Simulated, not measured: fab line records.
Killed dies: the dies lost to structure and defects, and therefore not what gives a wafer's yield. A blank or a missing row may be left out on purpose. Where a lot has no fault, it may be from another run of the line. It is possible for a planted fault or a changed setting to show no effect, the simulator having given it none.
One fault seen from 2 desks + flow nand_harc + each desk holds nothing but its own numbers, with what lay behind them at the end

## AT THE TOOL OWNER'S DESK: litho_track-07
Per lot that ran on this tool, the mean of the sampled wafers carrying a number, from the tool's own readings at NHARC_P_ZERO_WELL_SOFTBAKE_06 (time 70 s). If a lot's mean is further than 4 standard deviations from the usual mean, the lot is out of limits and carries the mark OUT (the distance appears in the brackets).
Columns: A = heater_power_total_W at NHARC_P_ZERO_WELL_SOFTBAKE_06, usual 201.0 W
| lot  | first seen here | A               |
|------|-----------------|-----------------|
| L110 | day 2 06:00     | 202.4           |
| L112 | day 2 18:00     | 202.0           |
| L118 | day 4 06:00     | 267.6 (+51) OUT |
| L120 | day 4 18:00     | 246.2 (+35) OUT |
Finding of this desk: L118, L120 out of limits; the first was L118 at day 4 06:00, on heater_power_total_W at NHARC_P_ZERO_WELL_SOFTBAKE_06. In limits: L110, L112.

## THE METROLOGY DESK
Means of the sampled wafers that have a number, per lot and without regard to the tool the lot ran on: this is what the gauges read. If a lot's mean is further than 4 standard deviations from the usual mean, the lot is out of limits and carries the mark OUT (the distance appears in the brackets).
Columns: A = cd_nm at NHARC_P_ZERO_WELL_CD_MEAS_11, usual 500.2 nm
| lot  | first seen here | A     |
|------|-----------------|-------|
| L107 | day 1 13:08     | 500.3 |
| L108 | day 1 19:14     | 499.4 |
| L109 | day 2 01:15     | 499.0 |
| L110 | day 2 07:15     | 498.8 |
| L111 | day 2 13:07     | 499.4 |
| L112 | day 2 19:14     | 502.5 |
| L118 | day 4 07:08     | 495.0 |
| L120 | day 4 19:08     | 497.7 |
| L124 | day 5 19:44     | 500.7 |
| L126 | day 6 07:14     | 499.9 |
This desk's finding: nothing out of limits on any of the 10 lots.

## BROUGHT TOGETHER
On L118, L120, at day 4 06:00, an alarm was possible from the tool owner's desk.
At the metrology desk, nothing out of limits was observed.
The metrology desk holds a record of L118, L120, inside its limits.
Every lot named ran NHARC_P_ZERO_WELL_SOFTBAKE_06 on litho_track-07.

## WHAT THE SIMULATOR HAD INSERTED
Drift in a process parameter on litho_track-07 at NHARC_P_ZERO_WELL_SOFTBAKE_06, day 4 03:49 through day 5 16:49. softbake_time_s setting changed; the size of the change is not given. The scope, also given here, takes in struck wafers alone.
Struck lots among those shown: L118, L120.
Hours from the fault's start to each desk's first reading out of limits: the tool owner's desk, 2.
